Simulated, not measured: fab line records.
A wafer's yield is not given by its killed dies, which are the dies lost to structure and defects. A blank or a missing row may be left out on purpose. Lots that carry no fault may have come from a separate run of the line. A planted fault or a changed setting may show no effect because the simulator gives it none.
One fault through the eyes of 2 desks -- flow nand-harc -- only its own numbers are on each desk; what lay behind them is given at the end

== THE DEFECT DESK ==
Counts from the inspections along the route, per lot, as means over the sampled wafers that have a number. Any lot whose mean is over 4 standard deviations away from the usual mean is out of limits and marked OUT; that distance is given in the brackets.
Columns: A = raw-defect-count at NHARC_A_SGD_CUT_INSPECT_25, usual 378
lot,first seen here,A
L458,day 19 21:20,288
L460,day 20 06:34,410
L461,day 21 14:25,401
L470,day 24 15:51,258
L472,day 25 08:29,414
L473,day 25 08:31,389
L474,day 25 23:38,350
L477,day 27 16:25,233
L476,day 27 16:25,384
L479,day 28 06:38,320
L480,day 28 10:59,414
L481,day 29 04:47,516
This desk's verdict: no lot among the 12 shows anything out of limits.

== THE METROLOGY DESK ==
Lot by lot, what the gauges showed, no matter which tool ran the lot: averages of those sampled wafers that carry a number. Any lot whose mean is over 4 standard deviations away from the usual mean is out of limits and marked OUT; that distance is given in the brackets.
Columns: A = cd-nm at NHARC_A_SGD_CUT_CD_MEAS_09, usual 100.2 nm; B = thk-nm at NHARC_A_SGD_CUT_THK_MEAS_22, usual 148.4 nm
lot,first seen here,A,B
L458,day 19 12:50,100.5,149.8
L460,day 19 23:53,100.2,148.3
L461,day 21 05:35,99.0,148.6
L470,day 24 08:50,99.7,122.8 (-20) OUT
L473,day 25 00:17,100.7,124.7 (-18) OUT
L472,day 25 03:07,100.2,75.6 (-56) OUT
L474,day 25 16:49,100.4,148.4
L477,day 27 09:05,100.1,148.1
L476,day 27 10:07,99.6,149.0
L479,day 27 23:40,99.9,147.0
L480,day 28 03:47,100.2,148.8
L481,day 28 21:43,100.5,148.0
This desk's verdict: out of limits on L470, L472, L473, starting with L470 at day 24 15:23 (thk-nm at NHARC_A_SGD_CUT_THK_MEAS_22). L458, L460, L461, L474, L477, L476, L479, L480, L481: within limits.

== TAKEN TOGETHER ==
At day 24 15:23 the metrology desk could have sounded an alarm, on L470, L472, L473.
The defect desk saw nothing out of limits.
The defect desk has L470, L472, L473 on record, within its limits.
Of the lots named, all ran NHARC_A_SGD_CUT_DEP_20 on fcvd-01.

== WHAT THE SIMULATOR HAD PUT IN ==
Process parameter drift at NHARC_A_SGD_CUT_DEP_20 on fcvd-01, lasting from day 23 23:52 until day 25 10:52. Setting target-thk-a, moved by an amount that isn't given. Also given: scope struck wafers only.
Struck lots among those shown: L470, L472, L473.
Hours from the fault's start to each desk's first reading out of limits: the metrology desk, 16.
